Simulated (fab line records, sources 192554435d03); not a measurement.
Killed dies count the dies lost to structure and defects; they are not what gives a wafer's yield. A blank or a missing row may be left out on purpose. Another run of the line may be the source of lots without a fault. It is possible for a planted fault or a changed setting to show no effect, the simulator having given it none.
Split-lot study ; flow n5 finfet ; on a route of 1938 steps: 7 lots, 21 wafers read

SPLIT DETAILS
At N5_BEOL_M4_COAT_22 (resist thk 30 nm), the setting spin rpm was moved away from the recipe's 1500 rpm on 5 of the 21 wafers read, by -9.5% to +9.1%. For the rest of the wafers, this setting stayed at what the recipe calls for.

FROM THE SPLIT TO THE READING: what the file shows between them, 2 steps
- N5_BEOL_M4_EXPOSE_25: exposes mask V3, defocus 5 nm (also split here: dose mj)
- N5_BEOL_M4_PEB_26: peb time 60 s

THE READING
CAR-EUV_of_BEOL_M4_COAT_22.thk nm (the simulator's own value, which no gauge read), in nm, at N5_BEOL_M4_DEVELOP_27 (develop time 30 s). There is no usual value for it anywhere in the file. Across the 16 wafers here that went through the recipe, the average is 29.6 nm and the standard deviation 0.13 nm.

wafer;tool, chamber at the split;spin rpm as run, rpm;against the recipe;CAR-EUV_of_BEOL_M4_COAT_22.thk nm, nm;against lot-mates on the recipe
L082.1;litho track-01, 0;1500;recipe;29.6;-
L082.2;litho track-01, 0;1500;recipe;29.6;-
L082.3;litho track-01, 0;1500;recipe;29.6;-
L083.4;litho track-01, 0;1500;recipe;29.8;-
L083.5;litho track-01, 0;1500;recipe;29.8;-
L083.6;litho track-01, 0;1457;-2.9%;30;+0.2
L087.2;litho track-01, 0;1500;recipe;29.6;-
L087.5;litho track-01, 0;1500;recipe;29.6;-
L087.6;litho track-01, 0;1441;-3.9%;30.2;+0.6
L089.1;litho track-05, 0;1636;+9.1%;28.2;-1.2
L089.5;litho track-05, 0;1500;recipe;29.4;-
L089.6;litho track-05, 0;1500;recipe;29.4;-
L088.2;litho track-05, 0;1500;recipe;29.6;-
L088.5;litho track-05, 0;1500;recipe;29.6;-
L088.6;litho track-05, 0;1361;-9.3%;31;+1.4
L093.1;litho track-01, 0;1500;recipe;29.4;-
L093.3;litho track-01, 0;1500;recipe;29.4;-
L093.5;litho track-01, 0;1500;recipe;29.4;-
L094.1;litho track-04, 0;1500;recipe;29.6;-
L094.4;litho track-04, 0;1500;recipe;29.6;-
L094.5;litho track-04, 0;1358;-9.5%;31.2;+1.6

FIT RESULTS
A straight line over all 21 wafers: CAR-EUV_of_BEOL_M4_COAT_22.thk nm changes by -0.159 nm for each +1% of spin rpm; r = -0.98; the points scatter about the line by 0.12 nm.
The same after taking each lot's own level away (the mean of its wafers on the recipe; 21 wafers): -0.149 nm for each +1%; r = -0.99; scatter 0.076 nm.
The reading moves by 1.4 nm for the largest change in spin rpm, on that fit.
Measured against the standard deviation above, the lots' own levels, which go from 29.40 to 29.80 nm, span 3.2 times it.
The two slopes are in agreement: the lot-to-lot level therefore moves the slope only a little.
Check: for one of the wafers moved furthest among these (-9.5%), held out of the fit, the line's prediction against its lot-mates is +1.32 nm. Against them it came out at +1.6 nm.

OTHER SPLITS ON THESE WAFERS
These wafers also went through other splits before the reading. Each is held against what the fit with the lots' levels taken away leaves over:
other split on the same wafers;wafers away from the commonest value;r with CAR-EUV_of_BEOL_M4_COAT_22.thk nm (lot level and that fit taken away)
N5_BEOL_M2_EXPOSE_08 dose mj;8;-0.04
N5_BEOL_M4_EXPOSE_25 dose mj;7;+0.30

THE WHOLE CHAIN: every reading that the file lists as answering this split, in the file's order
step;what it does;reading;change (the file's fit);r (the file's)
N5_BEOL_M4_COAT_22;resist thk 30 nm;CAR-EUV_of_BEOL_M4_COAT_22.thk nm (the simulator's own value, which no gauge read);-0.144 nm for each +1% of the setting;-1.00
N5_BEOL_M4_DEVELOP_27;develop time 30 s;CAR-EUV_of_BEOL_M4_COAT_22.thk nm (the simulator's own value, which no gauge read);-0.149 nm for each +1% of the setting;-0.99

THE FILE'S OWN FIT
CAR-EUV_of_BEOL_M4_COAT_22.thk nm changes by -0.149 nm for each +1% of spin rpm, r = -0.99.
